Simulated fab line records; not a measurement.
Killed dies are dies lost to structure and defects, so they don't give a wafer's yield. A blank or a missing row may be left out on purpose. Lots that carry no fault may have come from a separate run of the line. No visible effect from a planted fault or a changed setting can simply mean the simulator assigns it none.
Matching of chambers :: flow nand harc :: rie diel-06 running NHARC_A_CONTACT_ETCH_106: 4 sister chambers
The step etches the open film in CF4/O2, target depth 60 nm, overetch 6 nm, time 33 s. 8 wafers are shown with their chamber, then 7 later ones without.

== WAFERS, EACH WITH ITS CHAMBER ==
wafer: L855.3
chamber: 1
drypump motor current A (A): 5.7
oes product au (a.u.): 1.013

wafer: L857.4
chamber: 0
drypump motor current A (A): 5.9
oes product au (a.u.): 1.016

wafer: L856.2
chamber: 1
drypump motor current A (A): 5.7
oes product au (a.u.): 1.014

wafer: L856.4
chamber: 2
drypump motor current A (A): 6.5
oes product au (a.u.): 0.992

wafer: L859.2
chamber: 0
drypump motor current A (A): 5.9
oes product au (a.u.): 1.014

wafer: L859.5
chamber: 3
drypump motor current A (A): 5.7
oes product au (a.u.): 0.995

wafer: L862.1
chamber: 2
drypump motor current A (A): 6.5
oes product au (a.u.): 0.991

wafer: L862.4
chamber: 3
drypump motor current A (A): 5.6
oes product au (a.u.): 0.996

== WAFERS WITHOUT THEIR CHAMBER ==
wafer: L862.5
drypump motor current A (A): 5.7
oes product au (a.u.): 0.997

wafer: L863.2
drypump motor current A (A): 6.5
oes product au (a.u.): 1.006

wafer: L863.3
drypump motor current A (A): 5.9
oes product au (a.u.): 1.010

wafer: L863.6
drypump motor current A (A): 5.6
oes product au (a.u.): 0.994

wafer: L877.3
drypump motor current A (A): 5.7
oes product au (a.u.): 1.020

wafer: L877.4
drypump motor current A (A): 6.0
oes product au (a.u.): 1.011

wafer: L877.5
drypump motor current A (A): 5.9
oes product au (a.u.): 1.012

== THE CHAMBER EACH PASSED THROUGH ==
wafer: L862.5
from the rows above: 3
in truth: 3

wafer: L863.2
from the rows above: 2
in truth: 2

wafer: L863.3
from the rows above: can't be placed: 0 or 1
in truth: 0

wafer: L863.6
from the rows above: 3
in truth: 3

wafer: L877.3
from the rows above: can't be placed: 1 or 0
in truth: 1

wafer: L877.4
from the rows above: 0
in truth: 0

wafer: L877.5
from the rows above: 0
in truth: 0
Placed correctly: 5 of 7. These rows do not allow placing 2 (true chamber among the candidates in 2). Wrongly placed: 0.
How it was worked out, from the rows above alone: a wafer's distance from a chamber is the root of the sum, over the readings, of the square of ((its reading less the chamber's mean) divided by the reading's scatter). If the next closest chamber is less than 2 further off than the closest, the wafer can't be placed; otherwise it belongs to the closest. For every chamber, the mean is computed from those of its wafers that are shown. The scatter is the square root of a quotient: the sum, over the shown wafers, of each reading's squared deviation from its chamber's mean, divided by wafers minus chambers.
